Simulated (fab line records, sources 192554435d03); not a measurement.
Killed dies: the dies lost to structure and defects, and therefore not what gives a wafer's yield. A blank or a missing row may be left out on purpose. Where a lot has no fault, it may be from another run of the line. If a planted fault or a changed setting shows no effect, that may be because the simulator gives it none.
A lot that was struck, set against a sound lot -- flow n5 finfet -- 37 out of 1938 route steps
Sound: these wafers, L905.2, L905.3, L905.5. Struck: wafer L910.3; the same lot's L910.6 was not struck, so it is left out; see the end for the cause.
Each step with rows lists, per side, the tool, then ch with its chambers, then its first start. Under that, the readings that differ: sound wafers -- struck wafers -- difference of the means -- sigmas: that difference in standard deviations of wafers without a fault.
alike: a reading whose means differ by less than 2 such deviations, as well as words and numbers matching on both sides. not compared: withheld readings; readings where some wafer has no value; bounds like >300 that might hide an equal value; numbers whose values overlap and for which the record gives no deviation.
Wherever a step has rows on one side only, a row that says differs or no value, or a row with sigmas, the two part there. Numbers that have no deviation but don't overlap get no sigmas and don't part them. Lack of a reading on every wafer of one side parts them only where that side has two or more wafers.

first, 8 steps without rows for these wafers: N5_MOL_CONTACT_COAG_PRECLEAN_138 (cleans in alkaline clean, time 60 s); N5_MOL_CONTACT_COAG_SRD_139 (time 30 s); N5_MOL_CONTACT_COAG_PRE_CLEAN_121; N5_MOL_CONTACT_COAG_CVD_140 (deposits W, target thk 66.5 nm, time 215 s); N5_MOL_CONTACT_COAG_PRECLEAN_127 (cleans in DIW, time 57.5 s); N5_MOL_CONTACT_COAG_SRD_128 (dry time 32 s); N5_MOL_CONTACT_COAG_CMP_52 (polishes, stops on SiO2, t overpolish 1.5 s, target thk 66.5 nm); N5_MOL_CONTACT_COAG_ANNEAL_112 (time 1800 s).
N5_BEOL_M0_SAQP_PECVD_00: deposits SiCN from 3MS/NH3, target thk 8 nm, time 14 s.
  sound on pecvd-03 ch 2, day 7 03:55; struck on pecvd-03 ch 2, day 8 10:02
reading,sound,struck,difference,sigmas
model.SiCN_of_BEOL_M0_SAQP_PECVD_00.thk nm (nm),8 8 8.2,11.6,+3.5,
  alike: showerhead plenum p Torr, throttle valve pct
then, 25 steps without rows for these wafers: N5_BEOL_M0_SAQP_ILD_DEP_01 (deposits SiOC from DEMS/O2, target thk 45.419 nm, time 8.7 s); N5_BEOL_M0_SAQP_HM_DEP_02 (deposits TiN, target thk 12 nm); N5_BEOL_M0_SAQP_PECVD_03 (deposits SiCN from 3MS/NH3, target thk 12 nm, time 21.1 s); N5_BEOL_M0_SAQP_PECVD_96 (deposits a-Si from SiH4/He, target thk 45 nm, time 45.2 s); N5_BEOL_M0_SAQP_PECVD_97 (deposits SiNx from SiH4/NH3/N2, target thk 23 nm, time 19.9 s); N5_BEOL_M0_SAQP_PECVD_04 (deposits a-Si from SiH4/He, target thk 60 nm, time 60.2 s); N5_BEOL_M0_SAQP_HM_DEP_111 (deposits SiO2 from SiH4/N2O, target thk 12 nm, time 7.2 s); N5_BEOL_M0_SAQP_COAT_81 (time 60 s, resist thk 100 nm); N5_BEOL_M0_SAQP_COAT_82 (time 60 s, resist thk 30 nm); N5_BEOL_M0_SAQP_COAT_08 (resist thk 90 nm); N5_BEOL_M0_SAQP_EBR_10; N5_BEOL_M0_SAQP_SOFTBAKE_09 (time 60 s); N5_BEOL_M0_SAQP_EXPOSE_11 (exposes mask M0 CORE, target cd 42 nm); N5_BEOL_M0_SAQP_PEB_12 (peb time 60 s); N5_BEOL_M0_SAQP_DEVELOP_13 (develop time 30 s); N5_BEOL_M0_SAQP_DESCUM_19 (chemistry O2, time 7.9 s); N5_BEOL_M0_SAQP_ETCH_83 (etches SiARC in CF4, target depth 39 nm, time 65 s); N5_BEOL_M0_SAQP_ETCH_84 (etches SOC in N2/H2, target depth 100 nm, overetch 20 nm, time 150 s); N5_BEOL_M0_SAQP_STRIP_80 (strips in N2/H2); N5_BEOL_M0_SAQP_HM_OPEN_112 (chemistry CHF3/O2, target SiO2, stops on a-Si, target depth 12 nm, time 13.5 s); N5_BEOL_M0_SAQP_STRIP_113 (strips in CHF3/O2); N5_BEOL_M0_SAQP_MANDREL_ETCH_20 (etches a-Si in HBr/Cl2, stops on SiNx, target depth 60 nm, bt time 10 s, time 30 s); N5_BEOL_M0_SAQP_STRIP_86 (strips in N2/H2); N5_BEOL_M0_SAQP_STRIP_115 (strips in post etch residue remover, time 60 s); N5_BEOL_M0_SAQP_SRD_93 (time 30 s).
N5_BEOL_M0_ETCH_109: etches SiCN in CH3F/O2, target depth 8 nm, overetch 2.4 nm, time 27.4 s.
  sound on rie diel-04 ch 0,2,3, day 7 13:56; struck on rie diel-06 ch 0, day 8 20:25
reading,sound,struck,difference,sigmas
model.etch.depth nm (nm),8.079 8.078 8.24,10.48,+2.35,
  alike: bias w, drypump motor current A, oes product au, rf vpp V, showerhead plenum p Torr, throttle valve pct
  not compared: rf hours counter h
N5_BEOL_M4_RC_MEAS_101:
  the record has rows for the sound wafers here (prober-01 ch 0, day 9 12:53) and none for the struck ones
-- the record jumps here: 6 days lie between the struck wafers' starts before and after (it left off in module BEOL_M4 and takes up again in module PASSIVATION, whose first step shown is number 1936 of the route) --
N5_PASSIVATION_PROBE_49:
  only the struck wafers here have rows in the record (prober-01, day 14 15:33); the sound ones have none

== WHERE THEY PART ==
At N5_BEOL_M4_RC_MEAS_101 first; at N5_PASSIVATION_PROBE_49 last (within this record only).

WHY: what the simulator had put in
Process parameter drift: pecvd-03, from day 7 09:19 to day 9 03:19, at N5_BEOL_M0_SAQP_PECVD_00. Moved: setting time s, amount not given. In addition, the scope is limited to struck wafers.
